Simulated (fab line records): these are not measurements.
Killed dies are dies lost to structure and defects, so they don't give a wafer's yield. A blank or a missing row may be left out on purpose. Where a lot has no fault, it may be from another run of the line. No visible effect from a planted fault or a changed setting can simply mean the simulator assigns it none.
8D (eight disciplines) problem report, filled in by code + flow nand harc + the parts of the form that need people (team, actions taken, sign-off) are left out

1. WHAT WENT WRONG
cd nm at NHARC_P_GATE_CD_MEAS_59 reads a mean of 750.0 nm on 4 wafers of 2 lots; wafers without a fault read 720.4 nm with a standard deviation of 2. Relative to the usual mean, that is a shift of +15 standard deviations.
The step: target cd 720 nm.
The first sign was on wafer L307.1 at day 10 22:19, on cd sem-01. The record has a number at this step for 39 wafers belonging to 13 lots. Rule for "out", or "out of limits": more than 4 standard deviations from the usual mean. The other wafers with a number count as sound.

2. WHAT IT IS; WHAT IT IS NOT
| question                    | is                             | is not                                                                                             |
|-----------------------------|--------------------------------|----------------------------------------------------------------------------------------------------|
| which readings at this step | cd nm                          | -                                                                                                  |
| which lots                  | L307, L308                     | L294, L295, L296, L297, L298, L299, L309, L312, L315, L316, L317                                   |
| which wafers of those lots  | L307.1, L307.2, L308.2, L308.3 | L307.6, L308.6                                                                                     |
| read on which gauges        | cd sem-01, cd sem-02           | cd sem-03                                                                                          |
| when                        | from day 10 22:19              | up to then (19 sound wafers); but 16 sound wafers of L308, L309, L312, L315, L316, L317 came after |

3. THE SUSPECTS, EACH WITH WHAT RULES IT OUT
Counting: a tool at a process step up to the reading stays a suspect if it ran every lot that is out. Sound lots after the first of them don't rule it out here, since some wafers of a struck lot are sound.
- the gauge at NHARC_P_GATE_CD_MEAS_59 has been ruled out. Those wafers that are out were read across 2 gauges (cd sem-01, cd sem-02).
- pecvd-02 at NHARC_P_GATE_DEP_103 (deposits SiON, target thk 30 nm): kept. It processed each lot that is out (first: L307, day 10 07:49); up to then, its last sound lot is L299 (day 6 20:20).
- plasma asher-01 at NHARC_P_GATE_STRIP_75 (strips in O2): kept. It processed each lot that is out (first: L307, day 10 21:24); up to then, its last sound lot is L299 (day 7 10:06).
- krf scanner-02 at NHARC_P_GATE_EXPOSE_56 (exposes mask P PSD, target cd 720 nm): kept. It processed each lot that is out (first: L307, day 10 22:10); up to then, its last sound lot is L299 (day 7 10:44).
The count leaves pecvd-02 at NHARC_P_GATE_DEP_103, plasma asher-01 at NHARC_P_GATE_STRIP_75, and krf scanner-02 at NHARC_P_GATE_EXPOSE_56.

4. THE CAUSE (what the simulator had put in)
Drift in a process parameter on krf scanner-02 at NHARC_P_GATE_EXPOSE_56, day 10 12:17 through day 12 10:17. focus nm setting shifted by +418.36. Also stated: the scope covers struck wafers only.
Of the 3 suspects that counting leaves, this tool is one.

5. THE CHAIN OF EFFECTS, in route order
Each row: a reading whose mean over the struck wafers that have a number lies more than 3 standard deviations from the usual. Only readings for which the record gives a usual standard deviation are gone through. hours: the time from each lot's start at the first step in this table that gives one to its start at this step, as a median over the lots. sigmas: the change in usual standard deviations.
| hours | step                    | reading | usual    | on struck wafers | change | sigmas |
|-------|-------------------------|---------|----------|------------------|--------|--------|
| 0     | NHARC_P_GATE_CD_MEAS_59 | cd nm   | 720.4 nm | 750.0            | +29.6  | +15    |

6. HOW IT WOULD HAVE BEEN CAUGHT EARLIER
In this record the first reading out of limits at a measuring or inspecting step was taken at day 10 22:19, 10 hours after the fault began at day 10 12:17.
L308, from the lots that are out (2), started NHARC_P_GATE_EXPOSE_56 on krf scanner-02 later than day 10 22:19. A tool hold placed at that time would have kept it from harm.
